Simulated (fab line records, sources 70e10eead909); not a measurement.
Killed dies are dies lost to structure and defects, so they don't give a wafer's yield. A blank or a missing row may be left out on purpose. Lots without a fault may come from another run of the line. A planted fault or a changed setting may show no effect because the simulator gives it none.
Chamber matching | flow nand_harc | NHARC_P_BONDPAD_CMP_32 on cmp-02: 4 sister chambers
The step polishes SiCN, target thk 200 nm. 16 wafers are shown with their chamber, then 8 later ones without.

WAFERS WITH THEIR CHAMBER
wafer  | chamber | motor_current_A (A) | slurry_filter_dp_kPa (kPa)
L078.2 | 1       | 14.1                | 13.37
L078.5 | 0       | 11.6                | 13.63
L078.6 | 3       | 12.3                | 13.41
L081.1 | 2       | 11.1                | 13.44
L081.5 | 1       | 13.8                | 13.56
L081.6 | 0       | 12.1                | 13.47
L087.1 | 0       | 11.8                | 13.49
L087.2 | 2       | 11.8                | 13.53
L087.5 | 1       | 14.7                | 13.25
L088.1 | 1       | 14.3                | 13.48
L088.3 | 2       | 10.7                | 13.55
L088.4 | 3       | 12.3                | 13.49
L091.4 | 1       | 13.7                | 13.65
L091.5 | 1       | 13.3                | 13.49
L091.6 | 0       | 12.0                | 13.45
L093.2 | 1       | 14.0                | 13.76

SIGNATURES (means of the wafers above)
reading              | chamber 0 | chamber 1 | chamber 2 | chamber 3 | scatter within a chamber
motor_current_A      | 11.875    | 13.986    | 11.200    | 12.300    | 0.406
slurry_filter_dp_kPa | 13.5100   | 13.5086   | 13.5067   | 13.4500   | 0.13
Rule: a wafer's distance from a chamber is the root of the sum, over the readings, of the square of ((its reading less the chamber's mean) divided by the reading's scatter). The wafer belongs to the nearest chamber; if the next one is less than 2 further off, it can't be placed. The scatter: the root of (the sum of the squares of (reading less its chamber's mean) over the shown wafers, divided by (wafers less chambers)).

WAFERS WITHOUT THEIR CHAMBER
wafer  | motor_current_A (A) | slurry_filter_dp_kPa (kPa)
L093.5 | 12.4                | 13.47
L093.6 | 11.9                | 13.48
L095.1 | 12.1                | 13.93
L095.4 | 12.0                | 13.79
L095.6 | 11.0                | 13.39
L097.2 | 11.8                | 13.38
L097.3 | 12.6                | 13.55
L097.4 | 11.4                | 13.57

WHICH CHAMBER EACH WENT THROUGH
wafer  | from the rows above          | in truth
L093.5 | can't be placed: 3 or 0      | 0
L093.6 | can't be placed: 0 or 3 or 2 | 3
L095.1 | can't be placed: 0 or 3 or 2 | 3
L095.4 | can't be placed: 0 or 3 or 2 | 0
L095.6 | can't be placed: 2 or 0      | 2
L097.2 | can't be placed: 0 or 3 or 2 | 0
L097.3 | can't be placed: 3 or 0      | 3
L097.4 | can't be placed: 2 or 0 or 3 | 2
Placed correctly: 0 of 8. Can't be placed from these rows: 8 (the true chamber is among the candidates in 8). Placed wrongly: 0.
